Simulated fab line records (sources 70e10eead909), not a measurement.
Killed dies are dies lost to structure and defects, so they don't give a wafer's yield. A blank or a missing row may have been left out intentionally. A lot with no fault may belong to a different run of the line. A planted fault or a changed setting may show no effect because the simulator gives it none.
2 desks looking at one fault :: flow nand-harc :: each desk holds nothing but its own numbers, with what lay behind them at the end

METROLOGY DESK
Lot by lot, what the gauges showed, no matter which tool ran the lot: averages of those sampled wafers that carry a number. Marked OUT: a lot whose mean sits more than 4 standard deviations from the usual mean, which makes it out of limits; the brackets give that distance.
Columns: A = thk-nm at NHARC_A_ONON_D2_THK_MEAS_34, usual 200.4 nm
lot: L284
first seen here: day 12 19:05
A: 200.1

lot: L285
first seen here: day 14 04:05
A: 200.4

lot: L288
first seen here: day 14 19:05
A: 198.8

lot: L291
first seen here: day 16 07:53
A: 204.4

lot: L292
first seen here: day 17 01:32
A: 201.7

lot: L294
first seen here: day 17 21:23
A: 201.3

lot: L299
first seen here: day 20 07:07
A: 209.4

lot: L302
first seen here: day 21 00:38
A: 208.5

lot: L303
first seen here: day 21 09:30
A: 200.4

lot: L304
first seen here: day 21 17:38
A: 197.4

lot: L306
first seen here: day 22 18:19
A: 198.5
This desk's verdict: no lot among the 11 shows anything out of limits.

DESK OF THE TOOL OWNER: pecvd-03
The tool's own readings at NHARC_A_ONON_D2_DEP_33 (deposits SiO2, target thk 200 nm): means of the sampled wafers that have a number, for each lot that ran on this tool. Marked OUT: a lot whose mean sits more than 4 standard deviations from the usual mean, which makes it out of limits; the brackets give that distance.
Columns: A = heater-power-w at NHARC_A_ONON_D2_DEP_33, usual 558 W; B = rf-fwd-power-W at NHARC_A_ONON_D2_DEP_33, usual 898.0 W; C = throttle-valve-pct at NHARC_A_ONON_D2_DEP_33, usual 15.9 %
lot: L284
first seen here: day 12 18:40
A: 480
B: 900.2
C: 16.2

lot: L288
first seen here: day 14 18:41
A: 580
B: 899.3
C: 16.6

lot: L299
first seen here: day 20 06:45
A: 465
B: 1006.9 (+38) OUT
C: 16.8

lot: L302
first seen here: day 21 00:13
A: 497
B: 1006.7 (+37) OUT
C: 16.5
This desk's finding: out of limits on L299, L302; first on L299, day 20 06:45 (rf-fwd-power-W at NHARC_A_ONON_D2_DEP_33). L284, L288: within limits.

TAKEN TOGETHER
The tool owner's desk had the chance to raise an alarm at day 20 06:45 on L299, L302.
At the metrology desk, nothing out of limits was observed.
The metrology desk has L299, L302 on record, within its limits.
NHARC_A_ONON_D2_DEP_33 was run on pecvd-03 by each of the lots named.

WHAT THE SIMULATOR PUT IN
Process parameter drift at NHARC_A_ONON_D2_DEP_33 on pecvd-03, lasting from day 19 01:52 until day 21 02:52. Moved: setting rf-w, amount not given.
Shown lots that were struck: L299, L302.
Time in hours from fault onset to the first out-of-limits reading at each desk: the tool owner's desk, 29.
